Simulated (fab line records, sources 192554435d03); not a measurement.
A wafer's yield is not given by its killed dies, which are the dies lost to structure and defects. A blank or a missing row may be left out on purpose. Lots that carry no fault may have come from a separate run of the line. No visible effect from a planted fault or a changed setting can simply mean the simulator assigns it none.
The tool behind it: which one? + flow n5-finfet + 6 lots, 16 wafers sampled, at 5 steps of a route of 1938

== WHAT THE GAUGES READ, wafer by wafer ==
N5_BEOL_M3_RS_MEAS_58: measures by four-point-probe.
| lot  | measured     | on            | M3_RS (ohm/sq) |
|------|--------------|---------------|----------------|
| L963 | day 7 13:29  | film-metro-02 | 0.70 0.69 0.63 |
| L966 | day 8 23:34  | film-metro-02 | 0.62 0.66 0.59 |
| L969 | day 9 07:47  | film-metro-02 | 0.69 0.59      |
| L977 | day 11 20:56 | film-metro-01 | 0.70 0.62 0.64 |
| L982 | day 12 19:49 | film-metro-02 | 0.63 0.68      |
| L985 | day 13 12:20 | film-metro-01 | 0.62 0.69 0.59 |

== WHICH TOOL RAN EACH LOT (tool, then ch and the chambers of the sampled wafers, then the start) ==
| lot  | N5_BEOL_M3_ANNEAL_93         | N5_BEOL_M3_ECD_50              | N5_BEOL_M3_CMP_52             | N5_BEOL_M3_PRE_CLEAN_60          |
|------|------------------------------|--------------------------------|-------------------------------|----------------------------------|
| L963 | pvd-sputter-02, day 7 12:04  | ecd-cu-02 ch 0,1, day 7 12:33  | cmp-01 ch 0,1,2, day 7 12:56  | cvd-co-02 ch 0,2, day 7 13:16    |
| L966 | pvd-sputter-01, day 8 22:05  | ecd-cu-02 ch 0,1, day 8 22:34  | cmp-03 ch 0,2,3, day 8 23:01  | cvd-co-01 ch 1,2, day 8 23:20    |
| L969 | pvd-sputter-01, day 9 06:00  | ecd-cu-01 ch 0,1, day 9 06:30  | cmp-04 ch 2,3, day 9 07:12    | cvd-co-01 ch 0,2, day 9 07:32    |
| L977 | pvd-sputter-02, day 11 19:32 | ecd-cu-01 ch 0,1, day 11 20:01 | cmp-03 ch 1,3, day 11 20:25   | cvd-co-01 ch 0,1,2, day 11 20:43 |
| L982 | pvd-sputter-03, day 12 18:19 | ecd-cu-02 ch 1, day 12 18:47   | cmp-03 ch 1,3, day 12 19:17   | cvd-co-02 ch 0, day 12 19:35     |
| L985 | pvd-sputter-01, day 13 10:47 | ecd-cu-02 ch 0,1, day 13 11:16 | cmp-04 ch 1,2,3, day 13 11:49 | cvd-co-01 ch 0,1, day 13 12:07   |
- N5_BEOL_M3_ANNEAL_93: time 240 s.
- N5_BEOL_M3_ECD_50: material Cu, target thk 300 nm.
- N5_BEOL_M3_CMP_52: polishes, stops on SiOC, t overpolish 6.8 s, target thk 40 nm.
- N5_BEOL_M3_PRE_CLEAN_60: time 15 s.

== THE ANSWER, worked out from the rows above alone ==
Rule: what is usual is taken from the lots themselves. The widest of any qualifying gaps counts: lots, ordered by their means at a reading, are off when they make up no more than a third of the lots, leave a main group of 4 or more, and stand apart from it by 3 or more times the standard deviation of that group's means. A main group whose means are all the same, to the digits that the tables above print for the reading, isn't used. A lot without any number at a reading at which 4 lots or more have one is off too. All remaining lots with rows at the step are treated as sound.
Across all readings shown, no lot is off: no conclusion can be drawn from this.

== WHAT THE SIMULATOR HAD PUT IN ==
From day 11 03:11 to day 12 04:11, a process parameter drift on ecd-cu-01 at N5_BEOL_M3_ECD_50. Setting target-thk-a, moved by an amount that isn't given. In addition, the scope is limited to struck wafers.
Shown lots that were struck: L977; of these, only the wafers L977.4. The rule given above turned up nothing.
